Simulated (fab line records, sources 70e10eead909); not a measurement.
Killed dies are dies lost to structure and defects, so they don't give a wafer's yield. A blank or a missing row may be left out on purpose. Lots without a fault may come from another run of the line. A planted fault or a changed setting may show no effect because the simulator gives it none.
Which tool did it? | flow nand_harc | 6 lots, 18 wafers sampled, at 4 steps of a route of 1159

WHAT THE GAUGES READ, wafer by wafer
NHARC_P_M1_INSPECT_11.
lot  | measured     | on                | raw_defect_count
L456 | day 6 18:56  | defect_inspect-02 | 3 9 7
L463 | day 8 10:01  | defect_inspect-01 | 7 3 6
L464 | day 10 08:53 | defect_inspect-01 | 493 526 489
L469 | day 10 20:42 | defect_inspect-01 | 465 486 452
L474 | day 11 01:46 | defect_inspect-02 | 2 4 1
L477 | day 11 19:07 | defect_inspect-01 | 5 3 6

WHICH TOOL RAN EACH LOT (tool, then ch and the chambers of the sampled wafers, then the start)
lot  | NHARC_P_M0_DEGAS_28          | NHARC_P_M0_CMP_23             | NHARC_P_M0_DEP_32
L456 | pvd_sputter-03, day 6 15:50  | cmp-04 ch 1,2,3, day 6 16:56  | pecvd-02 ch 1,2, day 6 17:33
L463 | pvd_sputter-02, day 8 06:56  | cmp-01 ch 0,2,3, day 8 08:01  | pecvd-03 ch 0,1,2, day 8 08:40
L464 | pvd_sputter-03, day 10 05:41 | cmp-04 ch 1,2,3, day 10 06:49 | pecvd-02 ch 0,1,2, day 10 07:28
L469 | pvd_sputter-03, day 10 17:37 | cmp-01 ch 1,2,3, day 10 18:43 | pecvd-02 ch 1,2, day 10 19:20
L474 | pvd_sputter-02, day 10 22:39 | cmp-02 ch 0,2,3, day 10 23:46 | pecvd-03 ch 0,1,2, day 11 00:21
L477 | pvd_sputter-02, day 11 15:59 | cmp-04 ch 0,1,3, day 11 17:10 | pecvd-03 ch 0,1, day 11 17:43
- NHARC_P_M0_DEGAS_28: time 60 s.
- NHARC_P_M0_CMP_23: polishes, t overpolish 20 s, target thk 117.53 nm.
- NHARC_P_M0_DEP_32: deposits SiCN, target thk 30 nm.

THE ANSWER, worked out from the rows above alone
Rule: what is usual is taken from the lots themselves. Put in order of their means at a reading, lots are off if they are a third of the lots or fewer, leave a main group of 4 or more, and stand apart from it by a gap of 3 or more times the standard deviation of the main group's means; of several such gaps the widest counts. A main group whose means are all the same, to the digits that the tables above print for the reading, isn't used. A lot without any number at a reading at which 4 lots or more have one is off too. The other lots that the step has rows for count as sound.
Off: L464, L469, at NHARC_P_M1_INSPECT_11 (raw_defect_count). The main group: mean 4.7, standard deviation 1.5.
A tool fits if, at a process step before that reading, it ran every lot that is off, and no sound lot after the first of them. The gauges at NHARC_P_M1_INSPECT_11 are tried like those tools. Can't be told from this: 2 tools fit, pvd_sputter-03 at NHARC_P_M0_DEGAS_28, pecvd-02 at NHARC_P_M0_DEP_32.

WHAT THE SIMULATOR HAD PUT IN
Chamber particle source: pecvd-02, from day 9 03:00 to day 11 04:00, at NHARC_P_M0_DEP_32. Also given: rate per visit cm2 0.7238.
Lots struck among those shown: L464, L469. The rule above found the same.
